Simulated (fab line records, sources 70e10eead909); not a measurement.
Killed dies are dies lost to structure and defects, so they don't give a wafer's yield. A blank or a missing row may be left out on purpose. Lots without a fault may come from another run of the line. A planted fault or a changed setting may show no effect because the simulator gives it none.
Chamber matching | flow nand_harc | NHARC_P_CONTACT_ALD_22 on ald_metal-03: 4 sister chambers
The step deposits TiN, target thk 3 nm, pulse time 1 s, ald cycles 150. 14 wafers are shown with their chamber, then 7 later ones without.

WAFERS WITH THEIR CHAMBER
wafer  | chamber | heater_power_w (W) | precursor_pulse_height_rel
L386.1 | 0       | 1144               | 0.976
L386.2 | 3       | 931                | 1.003
L386.3 | 2       | 1020               | 0.975
L398.3 | 2       | 1002               | 1.011
L398.5 | 2       | 1001               | 1.009
L398.6 | 1       | 1122               | 0.955
L402.1 | 1       | 1129               | 1.007
L402.2 | 2       | 1006               | 1.016
L402.4 | 3       | 899                | 0.987
L403.1 | 0       | 1096               | 1.014
L403.3 | 3       | 890                | 1.022
L403.6 | 1       | 1152               | 1.003
L404.2 | 1       | 1109               | 0.995
L404.3 | 3       | 894                | 0.992

SIGNATURES (means of the wafers above)
reading                    | chamber 0 | chamber 1 | chamber 2 | chamber 3 | scatter within a chamber
heater_power_w             | 1120.00   | 1128.00   | 1007.25   | 903.50    | 18.5
precursor_pulse_height_rel | 0.99500   | 0.99000   | 1.00275   | 1.00100   | 0.0205
Rule: a wafer's distance from a chamber is the root of the sum, over the readings, of the square of ((its reading less the chamber's mean) divided by the reading's scatter). The wafer belongs to the nearest chamber; if the next one is less than 2 further off, it can't be placed. The scatter: the root of (the sum of the squares of (reading less its chamber's mean) over the shown wafers, divided by (wafers less chambers)).

WAFERS WITHOUT THEIR CHAMBER
wafer  | heater_power_w (W) | precursor_pulse_height_rel
L404.4 | 1070               | 0.998
L405.3 | 1139               | 1.001
L405.5 | 1091               | 1.004
L405.6 | 914                | 0.993
L406.1 | 911                | 1.008
L406.5 | 881                | 0.988
L406.6 | 970                | 0.998

WHICH CHAMBER EACH WENT THROUGH
wafer  | from the rows above          | in truth
L404.4 | can't be placed: 0 or 1 or 2 | 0
L405.3 | can't be placed: 1 or 0      | 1
L405.5 | can't be placed: 0 or 1      | 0
L405.6 | 3                            | 3
L406.1 | 3                            | 3
L406.5 | 3                            | 3
L406.6 | can't be placed: 2 or 3      | 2
Placed correctly: 3 of 7. Can't be placed from these rows: 4 (the true chamber is among the candidates in 4). Placed wrongly: 0.
